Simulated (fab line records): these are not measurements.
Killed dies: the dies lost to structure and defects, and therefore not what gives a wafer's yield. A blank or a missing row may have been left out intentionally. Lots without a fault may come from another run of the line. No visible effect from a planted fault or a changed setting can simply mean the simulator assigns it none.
A lot that was struck, set against a sound lot	flow nand-harc	14 steps out of a route of 1159
Sound: the wafers L712.1, L712.2, L712.4. Struck: wafer L715.1 (left out: L715.2, a lot-mate that was not struck); the cause follows at the end.
At each step with rows: each side's tool, then ch and its chambers, then its first start. Under that, the readings that differ: sound wafers	struck wafers	difference of the means	sigmas: that difference in standard deviations of wafers without a fault.
alike: readings with means less than 2 such deviations apart, plus words and numbers identical on both sides. not compared: withheld readings, readings lacking a value on some wafer, bounds such as >300 that could conceal the same value, and numbers that have no deviation in the record and whose values overlap.
The two part at a step that has a row with sigmas, a row that says differs or no value, or rows on one side only. Numbers that don't overlap but have no deviation are shown without sigmas and don't part them. Lack of a reading on every wafer of one side parts them only where that side has two or more wafers.

first, 7 steps without rows for these wafers: NHARC_P_STI_COAT_41 (time 65 s); NHARC_P_STI_COAT_03 (resist thk 600 nm); NHARC_P_STI_SOFTBAKE_04 (time 70 s); NHARC_P_STI_EBR_05; NHARC_P_STI_EXPOSE_06 (exposes mask P STI, target cd 200 nm); NHARC_P_STI_PEB_07 (peb time 80 s); NHARC_P_STI_DEVELOP_08 (time 50 s).
NHARC_P_STI_CD_MEAS_09: the cd target is 200 nm.
  sound on cd-sem-03 ch 0, day 6 11:13; struck on cd-sem-02 ch 0, day 7 08:07
  alike: cd-nm
NHARC_P_STI_OVL_MEAS_10:
  sound: overlay-02 at day 6 11:19; struck: overlay-02 at day 7 08:13
  alike: overlay-x-nm, overlay-y-nm
NHARC_P_STI_INSPECT_11:
  sound: defect-inspect-01 at day 6 11:20; struck: defect-inspect-01 at day 7 08:14
  alike: raw-defect-count
then, 1 step without rows for these wafers: NHARC_P_STI_HARDBAKE_13 (time 65 s).
NHARC_P_STI_DESCUM_14: chemistry O2, time 3 s.
  sound on rie-diel-05 ch 0,1,3, day 6 11:29; struck on rie-diel-05 ch 2, day 7 08:23
reading	sound	struck	difference	sigmas
rf-hours-counter-h (h)	5.2 4.2 5.6	6.3	+1.3	
  alike: drypump-motor-current-A, oes-product-au, rf-vpp-V, showerhead-plenum-p-Torr, throttle-valve-pct
NHARC_P_STI_ETCH_42: etches the open film in N2/H2, target depth 80 nm, overetch 24 nm, time 61 s.
  sound on rie-diel-05 ch 0,2,3, day 6 11:34; struck on rie-diel-05 ch 1, day 7 08:28
reading	sound	struck	difference	sigmas
oes-product-au (a.u.)	1.003 0.996 1.005	0.836	-0.165	-23
rf-hours-counter-h (h)	4.3 5.3 5.4	6.7	+1.7	
  alike: drypump-motor-current-A, rf-vpp-V, showerhead-plenum-p-Torr, throttle-valve-pct
NHARC_P_STI_ETCH_31: etches the open film in CF4/CHF3, target depth 108.9 nm, time 54.5 s.
  sound: rie-diel-05 ch 0,1,3; struck: rie-diel-05 ch 3
reading	sound	struck	difference	sigmas
rf-hours-counter-h (h)	5.3 4.3 5.7	6.3	+1.2	
  alike: drypump-motor-current-A, oes-product-au, rf-vpp-V, showerhead-plenum-p-Torr, throttle-valve-pct

## WHERE THEY PART
At NHARC_P_STI_ETCH_42 and nowhere else, as far as this record goes. Later steps at which nothing parts them and some readings are alike: NHARC_P_STI_ETCH_31.

WHY: whatever the simulator had introduced
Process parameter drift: rie-diel-05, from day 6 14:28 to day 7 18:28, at NHARC_P_STI_ETCH_42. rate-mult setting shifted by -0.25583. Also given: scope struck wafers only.
